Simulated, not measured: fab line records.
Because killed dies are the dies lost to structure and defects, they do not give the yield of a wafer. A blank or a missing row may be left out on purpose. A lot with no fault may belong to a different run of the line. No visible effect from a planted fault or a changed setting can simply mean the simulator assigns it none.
Matching of chambers ; flow n5_finfet ; uv_cure-01 running N5_BEOL_M9_CURE_72: 3 sister chambers
The step cures SiCOH lowk, time 120 s. 3 wafers are shown with their chamber, then 8 later ones without.

== WAFERS, EACH WITH ITS CHAMBER ==
wafer;chamber;wafer_temp_C_max
L092.6;0;371.5
L093.6;1;371.4
L095.1;2;371.5

== WAFERS WHOSE CHAMBER IS MISSING ==
wafer;wafer_temp_C_max
L095.3;372.1
L095.5;371.6
L095.2;371.6
L095.4;371.7
L095.6;371.6
L096.1;372.0
L096.2;371.5
L096.6;371.4

== THE CHAMBER EACH PASSED THROUGH ==
wafer;from the rows above;in truth
L095.3;can't be placed: 0 or 2 or 1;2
L095.5;can't be placed: 0 or 2 or 1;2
L095.2;can't be placed: 0 or 2 or 1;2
L095.4;can't be placed: 0 or 2 or 1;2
L095.6;can't be placed: 0 or 2 or 1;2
L096.1;can't be placed: 0 or 2 or 1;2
L096.2;can't be placed: 0 or 2 or 1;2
L096.6;can't be placed: 1 or 0 or 2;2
Correctly placed: 0 of 8. Unplaceable from these rows: 8, with the true chamber sitting among the candidates in 8. Wrongly placed: 0.
How it was worked out, from the rows above alone: a wafer's distance from a chamber is the root of the sum, over the readings, of the square of ((its reading less the chamber's mean) divided by the reading's scatter). The wafer belongs to the nearest chamber; if the next one is less than 2 further off, it can't be placed. A chamber's mean is the mean of its shown wafers. The scatter: root of mean squared gap, hidden wafer to nearest shown wafer, with one shown wafer a chamber.
